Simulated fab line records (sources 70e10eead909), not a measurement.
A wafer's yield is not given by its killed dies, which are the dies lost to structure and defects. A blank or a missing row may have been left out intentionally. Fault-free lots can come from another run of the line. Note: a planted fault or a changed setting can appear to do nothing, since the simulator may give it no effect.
fab line records | flow nandHarc
record: lots: 12 wafers: 36 lastDay: 31
route steps=1302 shown P_BONDPAD@386 A_ZERO_WELL@411 A_SOURCE_PLATE@420 A_ONON_D1@436 END@1302
lots that met no fault: taken from a fault-free run of the same line
startH: hours from the record's opening day to when the first of the lot's shown wafers began | waitH: how many hours have passed since the lot's step before this one | " repeats the value in the row above | L1.1+2: a single row standing in for several wafers | - either no value or no given start | * or withheld: withheld | < > ~ a bound
route shown NAME@n: a module of which the file shows steps, and the number in the route of the first | usual: the fault-free wafers' mean and standard deviation | same: alike in all rows | chamber/n: place in a boat | sites: per-site readings | _std_site: their standard deviation | _edge_site: inner sites' mean taken away from outer sites' mean | radiusMm: for every site, how far away it sits from the centre of the wafer | mask NAME#n: copy n | behind: the tool/chamber that last shaped the wafer | hold: the reason the lot was held/the length of the hold in hours/how it ended | device: names the non-switching transistor (n, p or np) | end of line: the route-end tests of the same wafers | a step given without rows: its recipe and nothing more | killed: the dies lost at the first sort to structure and to defects; this is not the yield of the wafer | map: a wafer's dies, x killed, . not, _ none there
set.NAME: the setting that was run; set.NAME@STEP: the one run at that earlier step | model.NAME: the simulator's own value behind a step, which no gauge read
the route's steps for a sample of lots (tables are steps, rows are wafers)
services: from which hour (startH, from the record's first day; less than 0 if before it) a tool's chamber was out of use, for how many hours, and why
== steps ==
step: NHARC_P_BONDPAD_ACTIVATE_29
recipe: timeS: 60 n2FlowSccm: 200 arFlowSccm: 0 biasPowerW: 0 chemistry: N2
usual: drypumpMotorCurrentA: 5.7/0.49 oesProductAu: 0.998/0.01 rfVppV: 64.4/0.81 showerheadPlenumPTorr: 1.83/0.052
columns lot.wafer tool chamber startH waitH drypumpMotorCurrentA oesProductAu rfHoursCounterH rfVppV showerheadPlenumPTorr
L190.2 rieDiel-04 0 139.77 0.1 6.3 1.010 7 64.4 1.87
L190.3 " 1 " " 5.4 0.993 7 65.4 1.87
L190.5 " 1 " " 5.4 1.001 - 65.0 1.87
L192.3 rieDiel-04 3 153.23 0.1 6.1 1.000 9 64.5 1.84
L192.5 " 3 " " 6.2 1.015 - 63.1 1.84
L192.6 " 0 " " 6.3 1.015 - 65.0 1.87
L193.4 rieDiel-04 2 176.54 0.1 5.2 1.009 10 65.1 1.90
L193.2 " 1 " " 5.3 0.993 9 63.3 1.87
L193.6 " 3 " " 6.1 1.007 - 64.1 1.84
L194.4 rieDiel-01 1 177.24 0.1 6.2 1.000 4 62.6 1.70
L194.3 " 2 " " 4.9 1.011 4 64.0 1.75
L194.5 " 1 " " 6.2 0.993 - 64.0 1.70
L195.2 rieDiel-05 1 188.03 0.1 5.8 0.997 3 65.0 1.79
L195.5 " 2 " " 5.0 0.984 - 64.3 1.85
L195.6 " 3 " " 5.9 0.989 - 63.7 1.85
L197.4 rieDiel-05 0 209.56 0.1 6.1 0.979 4 64.4 1.85
L197.2 " 1 " " 5.7 1.003 4 63.0 1.79
L197.6 " 3 " " 5.9 1.010 - 64.8 1.85
L200.4 rieDiel-04 3 233.33 0.1 6.1 0.989 2 64.2 1.84
L200.3 " 0 " " 6.3 1.005 3 64.4 1.87
L200.6 " 0 " " 6.3 1.000 - 63.9 1.87
L199.3 rieDiel-01 0 234.31 0.1 6.4 0.990 1 63.8 1.81
L199.4 " 1 " " 6.1 1.004 1 64.4 1.70
L199.2 " 3 " " 5.8 0.986 1 63.9 1.78
L201.2 rieDiel-05 2 245.43 0.1 5.0 0.991 0 65.4 1.85
L201.3 " 1 " " 5.7 0.995 0 63.0 1.79
L201.5 " 3 " " 5.9 0.999 - 65.1 1.85
L202.4 rieDiel-04 0 255.77 0.1 6.3 1.006 3 65.4 1.87
L202.6 " 0 " " 6.3 1.007 - 63.2 1.87
L202.5 " 1 " " 5.4 0.994 - 63.7 1.87
L205.2 rieDiel-05 2 285.86 0.1 5.0 0.992 2 64.3 1.85
L205.4 " 3 " " 5.9 0.995 2 64.2 1.85
L205.3 " 0 " " 6.1 0.987 1 63.6 1.85
L209.1 rieDiel-05 2 324.50 0.1 5.0 0.989 2 63.7 1.85
L209.5 " 2 " " 5.0 0.988 - 63.8 1.85
L209.6 " 3 " " 5.9 0.992 - 64.2 1.85
step: NHARC_A_ZERO_WELL_RTA_16
recipe: tempC: 1000 timeS: 10
usual: lampPowerPct: 32.2/0.54 lamp_zone_4_pct: 32.2/0.54 lamp_zone_6_pct: 32.2/0.53 wafer_temp_C_max: 1004.4/1.3
columns lot.wafer tool chamber startH waitH lampPowerPct lamp_zone_4_pct lamp_zone_6_pct wafer_temp_C_max
L190.2 rtpAnneal-02 0 142.34 - 32.6 32.5 32.4 1004.8
L190.3 " 0 " " 32.5 32.5 32.4 1003.9
L190.5 " 0 " " 32.5 32.5 32.5 1005.7
L192.3 rtpAnneal-01 0 155.71 - 31.2 31.2 31.1 1002.6
L192.5 " 0 " " 31.2 31.2 31.0 1002.6
L192.6 " 0 " " 31.1 31.2 31.1 1001.8
L193.2 rtpAnneal-02 0 179.07 - 32.5 32.5 32.4 1004.7
L193.4 " 0 " " 32.4 32.4 32.4 1005.1
L193.6 " 0 " " 32.5 32.6 32.4 1006.4
L194.3 rtpAnneal-02 0 179.81 - 32.5 32.5 32.5 1004.1
L194.4 " 0 " " 32.5 32.5 32.4 1007.3
L194.5 " 0 " " 32.5 32.5 32.5 1004.8
L195.2 rtpAnneal-01 0 190.41 - 31.2 31.2 31.1 1002.9
L195.5 " 0 " " 31.2 31.2 31.1 1002.3
L195.6 " 0 " " 31.2 31.2 31.1 1003.0
L197.2 rtpAnneal-02 0 212.00 - 32.5 32.5 32.4 1004.5
L197.4 " 0 " " 32.5 32.5 32.4 1004.6
L197.6 " 0 " " 32.5 32.6 32.5 1004.2
L200.3 rtpAnneal-02 0 236.01 - 32.5 32.5 32.4 1004.3
L200.4 " 0 " " 32.5 32.4 32.5 1004.7
L200.6 " 0 " " 32.5 32.5 32.4 1005.6
L199.2 rtpAnneal-02 0 236.86 - 32.5 32.4 32.4 1003.9
L199.3 " 0 " " 32.5 32.4 32.4 1005.4
L199.4 " 0 " " 32.4 32.5 32.3 1005.1
L201.2 rtpAnneal-02 0 248.05 0.1 32.5 32.6 32.5 1004.8
L201.3 " 0 " " 32.4 32.5 32.5 1006.7
L201.5 " 0 " " 32.5 32.5 32.5 1003.6
L202.4 rtpAnneal-01 0 258.44 - 31.2 31.2 31.1 1002.4
L202.5 " 0 " " 31.1 31.2 31.1 1002.3
L202.6 " 0 " " 31.2 31.2 31.1 1003.6
L205.2 rtpAnneal-02 0 288.53 - 32.4 32.4 32.4 1005.3
L205.3 " 0 " " 32.5 32.4 32.4 1005.8
L205.4 " 0 " " 32.5 32.4 32.4 1004.2
L209.1 rtpAnneal-02 0 327.02 - 32.5 32.5 32.5 1005.2
L209.5 " 0 " " 32.5 32.5 32.4 1004.5
L209.6 " 0 " " 32.5 32.5 32.4 1004.1
step: NHARC_A_SOURCE_PLATE_THK_MEAS_06
recipe: thkMeasGauge: ellipsometry
usual: thkNm: 199.4/1.9
columns lot.wafer tool chamber startH waitH thkNm
L190.2 filmMetro-02 - 164.71 0.4 201.1
L190.3 " - " " 201.1
L190.5 " - " " 200.4
L192.3 filmMetro-01 - 173.68 0.4 198.0
L192.5 " - " " 196.9
L192.6 " - " " 198.5
L193.2 filmMetro-02 - 200.26 0.4 196.2
L193.4 " - " " 198.6
L193.6 " - " " 198.8
L194.3 filmMetro-01 - 200.27 0.4 203.0
L194.4 " - " " 199.5
L194.5 " - " " 198.6
L195.2 filmMetro-02 - 212.62 0.4 199.9
L195.5 " - " " 198.4
L195.6 " - " " 197.8
L197.2 filmMetro-01 - 236.69 0.4 197.9
L197.4 " - " " 200.4
L197.6 " - " " 200.0
L199.2 filmMetro-01 - 256.82 0.4 198.4
L199.3 " - " " 197.0
L199.4 " - " " 197.0
L200.3 filmMetro-02 - 256.82 0.4 197.2
L200.4 " - " " 195.8
L200.6 " - " " 195.2
L201.2 filmMetro-02 - 272.39 0.4 198.3
L201.3 " - " " 198.2
L201.5 " - " " 199.7
L202.4 filmMetro-02 - 279.12 0.4 201.2
L202.5 " - " " 202.3
L202.6 " - " " 201.3
L205.2 filmMetro-02 - 306.54 0.4 201.9
L205.3 " - " " 198.5
L205.4 " - " " 199.9
L209.1 filmMetro-02 - 347.35 0.4 200.2
L209.5 " - " " 198.9
L209.6 " - " " 201.1
step: NHARC_A_ONON_D1_DEP_16
recipe: targetThkA: 10000 n2FlowSccm: 2750 n2oFlowSccm: 2000 nh3FlowSccm: 500 sih4FlowSccm: 210 tempC: 400
columns lot.wafer tool chamber startH waitH
L190.2+3+5 pecvdOnon-04 0 175.00 0.1
L192.3+5+6 pecvdOnon-04 0 185.15 0.2
L193.2+4+6 pecvdOnon-04 0 211.72 0.1
L194.3+4+5 pecvdOnon-03 0 211.78 0.2
L195.2+5+6 pecvdOnon-02 0 222.85 0.1
L197.2+4+6 pecvdOnon-03 0 246.96 0.1
L199.2+3+4 pecvdOnon-03 0 267.07 0.1
L200.3+4+6 pecvdOnon-02 0 267.13 0.2
L201.2+3+5 pecvdOnon-02 0 282.69 0.1
L202.4+5+6 pecvdOnon-02 0 289.51 0.2
L205.2+3+4 pecvdOnon-03 0 317.13 0.5
L209.1+5+6 pecvdOnon-03 0 357.58 0.1
step: NHARC_A_ONON_D1_THK_MEAS_18
recipe: thkMeasGauge: ellipsometry
usual: thkNm: 1002/8.8
columns lot.wafer tool chamber startH waitH thkNm
L190.2 filmMetro-02 - 175.46 - 998
L190.3 " - " " 998
L190.5 " - " " 997
L192.3 filmMetro-01 - 185.55 - 1010
L192.5 " - " " 1008
L192.6 " - " " 1007
L194.3 filmMetro-02 - 212.17 - 1006
L194.4 " - " " 1006
L194.5 " - " " 1004
L193.2 filmMetro-02 - 212.18 - 995
L193.4 " - " " 996
L193.6 " - " " 997
L195.2 filmMetro-02 - 223.30 - 1005
L195.5 " - " " 1005
L195.6 " - " " 1006
L197.2 filmMetro-01 - 247.41 - 998
L197.4 " - " " 997
L197.6 " - " " 998
L200.3 filmMetro-01 - 267.52 - 995
L200.4 " - " " 997
L200.6 " - " " 997
L199.2 filmMetro-02 - 267.53 - 1013
L199.3 " - " " 1012
L199.4 " - " " 1013
L201.2 filmMetro-02 - 283.14 - 1011
L201.3 " - " " 1012
L201.5 " - " " 1011
L202.4 filmMetro-02 - 289.87 - 996
L202.5 " - " " 1000
L202.6 " - " " 1000
L205.2 filmMetro-02 - 317.57 - 1018
L205.3 " - " " 1020
L205.4 " - " " 1018
L209.1 filmMetro-01 - 358.09 - 606
L209.5 " - " " 986
L209.6 " - " " 607
step: NHARC_END_SORT_01
recipe: tempC: 25
usual: killedAtArray: 53/20 killedAtOther: 1/1.2 killedAtPeriphery: 3.7/2.6 killedDies: 58/20 killedOpen: 3.5/1.8 killedShort: 2.4/1.7
same: grossDies: 677
columns lot.wafer tool chamber startH waitH killedAtArray killedAtOther killedAtPeriphery killedDies killedOpen killedShort
L194.3 prober-01 0 611.02 3.1 103 2 6 111 3 2
L194.4 prober-01 0 611.82 3.4 81 1 5 87 2 2
L194.5 prober-01 0 612.63 3.7 86 3 4 93 7 1
L197.2 prober-01 0 646.41 2.8 58 1 12 71 8 5
L197.4 prober-01 0 648.00 3.4 49 1 7 57 7 1
L197.6 prober-01 0 649.60 4.0 38 2 4 44 4 3
L209.1 prober-02 0 737.99 2.5 677 0 0 677 4 0
L209.5 prober-02 0 741.11 3.6 57 1 2 60 5 3
L209.6 prober-02 0 741.89 3.9 675 1 1 677 4 3
killed by level:class
L194.3 A_CHANNEL_HOLE_D1:chamberFilmFlake=36 A_CHANNEL_HOLE_D2:chamberFilmFlake=34 A_SLIT:chamberFilmFlake=26 P_GATE:chamberFilmFlake=3 A_CONTACT:geometricParticle:short=2 P_ZERO_WELL:chamberFilmFlake=2 A_WL_FILL:chamberFilmFlake=2 THIN_TSV:chamberFilmFlake=2
L194.4 A_CHANNEL_HOLE_D2:chamberFilmFlake=30 A_CHANNEL_HOLE_D1:chamberFilmFlake=28 A_SLIT:chamberFilmFlake=12 A_STAIRCASE:chamberFilmFlake=3 P_GATE:chamberFilmFlake=2 A_ZERO_WELL:chamberFilmFlake=2 A_CHANNEL_FILL_D1:geometricParticle:short=1 A_DECK1_JOINT:geometricParticle:short=1
L194.5 A_CHANNEL_HOLE_D2:chamberFilmFlake=35 A_CHANNEL_HOLE_D1:chamberFilmFlake=27 A_SLIT:chamberFilmFlake=11 A_CONTACT:chamberFilmFlake=4 A_ONON_D2:geometricParticle:open=3 A_WL_FILL:chamberFilmFlake=2 THIN_TSV:chamberFilmFlake=2 P_M0:geometricParticle:open=1
L197.2 A_SLIT:chamberFilmFlake=24 A_CHANNEL_HOLE_D2:chamberFilmFlake=12 P_STI:chamberFilmFlake=5 A_CHANNEL_HOLE_D1:chamberFilmFlake=4 A_CHANNEL_FILL_D2:chamberFilmFlake=4 P_M2:chamberFilmFlake=3 P_CONTACT:geometricParticle:open=2 A_WL_FILL:geometricParticle:open=2
L197.4 A_SLIT:chamberFilmFlake=17 A_CHANNEL_HOLE_D2:chamberFilmFlake=17 P_M2:chamberFilmFlake=3 A_STAIRCASE:chamberFilmFlake=3 A_WL_FILL:chamberFilmFlake=3 A_CONTACT:chamberFilmFlake=3 A_CHANNEL_FILL_D1:geometricParticle:open=2 P_STI:chamberFilmFlake=2
L197.6 A_SLIT:chamberFilmFlake=15 A_CHANNEL_HOLE_D2:chamberFilmFlake=10 A_WL_FILL:chamberFilmFlake=4 A_CONTACT:chamberFilmFlake=2 P_CONTACT:geometricParticle:open=1 A_DECK1_JOINT:geometricParticle:short=1 A_DECK1_JOINT:geometricParticle:open=1 A_ONON_D2:geometricParticle:open=1
L209.1 A_ONON_D1:areaDep=650 A_SLIT:chamberFilmFlake=8 A_CHANNEL_HOLE_D2:chamberFilmFlake=6 A_CONTACT:chamberFilmFlake=3 A_CHANNEL_FILL_D2:geometricParticle:open=2 A_CHANNEL_HOLE_D1:chamberFilmFlake=2 A_ONON_D1:geometricParticle:open=1 A_BLC:geometricParticle:open=1
L209.5 A_SLIT:chamberFilmFlake=25 A_CHANNEL_HOLE_D2:chamberFilmFlake=16 A_STAIRCASE:chamberFilmFlake=5 A_CHANNEL_HOLE_D1:chamberFilmFlake=3 P_CONTACT:geometricParticle:open=2 A_CHANNEL_FILL_D1:geometricParticle:short=1 A_DECK1_JOINT:geometricParticle:short=1 A_ONON_D2:geometricParticle:open=1
L209.6 A_ONON_D1:areaDep=649 A_SLIT:chamberFilmFlake=13 A_CHANNEL_HOLE_D1:chamberFilmFlake=3 A_BLC:geometricParticle:open=2 A_M1:geometricParticle:short=2 A_CHANNEL_HOLE_D2:chamberFilmFlake=2 P_GATE:geometricParticle:open=1 A_ONON_D2:geometricParticle:open=1
== services ==
columns tool chamber startH hours kind
rieDiel-04 1 117.50 6.4 repair
pecvdOnon-02 - 123.66 4.9 repair
pecvdOnon-04 - 130.30 13.0 pm
rieDiel-04 - 177.90 9.0 pm
pecvdOnon-02 - 185.00 13.0 pm
rieDiel-01 1 188.75 5.8 repair
rieDiel-01 2 190.47 18.8 repair
rieDiel-05 0 191.39 7.6 repair
rieDiel-01 - 203.99 9.0 pm
pecvdOnon-02 - 211.41 6.8 repair
rieDiel-05 2 216.10 4.1 repair
pecvdOnon-03 - 227.00 13.0 pm
rieDiel-05 - 229.60 9.0 pm
rieDiel-04 0 236.68 3.6 repair
rieDiel-04 2 243.87 2.0 repair
rieDiel-04 - 245.64 0.2 repair
pecvdOnon-02 - 253.47 6.7 repair
rieDiel-04 1 269.01 5.5 repair
rieDiel-05 3 269.60 3.9 repair
rieDiel-01 1 288.30 1.6 repair
pecvdOnon-03 - 296.79 4.9 repair
pecvdOnon-04 - 311.30 13.0 pm
rieDiel-01 - 339.86 0.5 repair
rieDiel-04 - 354.90 9.0 pm
== key ==
firstSign: step: NHARC_A_ONON_D1_THK_MEAS_18 reading: thkNm direction: down sigmas: 45 usual: 1002 struck: 607
effect: step: NHARC_END_SORT_01 reading: killedAtArray direction: up sigmas: 32 usual: 53 struck: 676
moreKillsBornAt: NHARC_A_ONON_D1_DEP_16@pecvdOnon-03: 1299
metAt NHARC_A_ONON_D1_DEP_16
struckLots L209
struckWafers L209.1,L209.6
laterRowsLeftOut L209.1,L209.6
testerLeftOut L209
notActingAt NHARC_P_BONDPAD_ACTIVATE_29,NHARC_A_ZERO_WELL_RTA_16,NHARC_A_SOURCE_PLATE_THK_MEAS_06
onsetBetween 317.13 357.58
fault: kind: processParameterDrift tool: pecvdOnon-03 chamber: - onsetH: 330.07 steps: NHARC_A_ONON_D1_DEP_16 channel: targetThkA offset: * shape: step endH: 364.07 scope: struckWafersOnly actsIn: * stated: *
testerLeftOut: of these lots the tester's yield and bins aren't shown, on N5 and GAA mostly nor the transistor test; their killed dies are dies lost to structure and defects alone, not to doping, threshold or leakage, so they don't give the yield
laterRowsLeftOut: the simulator's readings of these wafers behind a module that went badly wrong aren't trusted and aren't shown, but for the sort
